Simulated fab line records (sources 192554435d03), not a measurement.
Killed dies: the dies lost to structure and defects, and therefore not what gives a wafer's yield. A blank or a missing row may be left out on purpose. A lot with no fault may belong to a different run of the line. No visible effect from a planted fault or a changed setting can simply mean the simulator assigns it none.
Matching of chambers	flow n5Finfet	4 sister chambers for N5_PMOS_HMC_CHANNEL_EPI_CMP_21 on cmp-03
The step polishes SiGe30, target thk 54 nm. 4 wafers are shown with their chamber, then 12 later ones without.

## WAFERS, EACH WITH ITS CHAMBER
wafer	chamber	motorCurrentA (A)
L087.1	0	12.8
L090.1	2	14.2
L090.4	1	13.1
L090.5	3	10.1

## WAFERS MISSING THEIR CHAMBER
wafer	motorCurrentA (A)
L091.1	13.2
L091.4	12.3
L091.5	12.8
L091.2	10.5
L091.3	13.6
L091.6	13.4
L096.3	13.9
L096.4	14.2
L096.5	14.0
L096.1	12.7
L096.2	10.6
L096.6	14.9

## WHICH CHAMBER EACH WENT THROUGH
wafer	from the rows above	in truth
L091.1	can't be placed: 1 or 0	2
L091.4	can't be placed: 0 or 1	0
L091.5	can't be placed: 0 or 1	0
L091.2	3	3
L091.3	can't be placed: 1 or 2 or 0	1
L091.6	can't be placed: 1 or 0 or 2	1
L096.3	can't be placed: 2 or 1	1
L096.4	2	2
L096.5	can't be placed: 2 or 1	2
L096.1	can't be placed: 0 or 1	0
L096.2	3	3
L096.6	2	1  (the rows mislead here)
Correctly placed: 3 of 12. Unplaceable from these rows: 8, with the true chamber sitting among the candidates in 7. Wrongly placed: 1.
How it was worked out, from the rows above alone: a wafer's distance from a chamber is the root of the sum, over the readings, of the square of ((its reading less the chamber's mean) divided by the reading's scatter). The wafer belongs to the nearest chamber; if the next one is less than 2 further off, it can't be placed. Each chamber's mean is taken over the wafers shown for it. The scatter: with one shown wafer a chamber, the root of the mean of the squares of how far each hidden wafer lies from its nearest shown one.
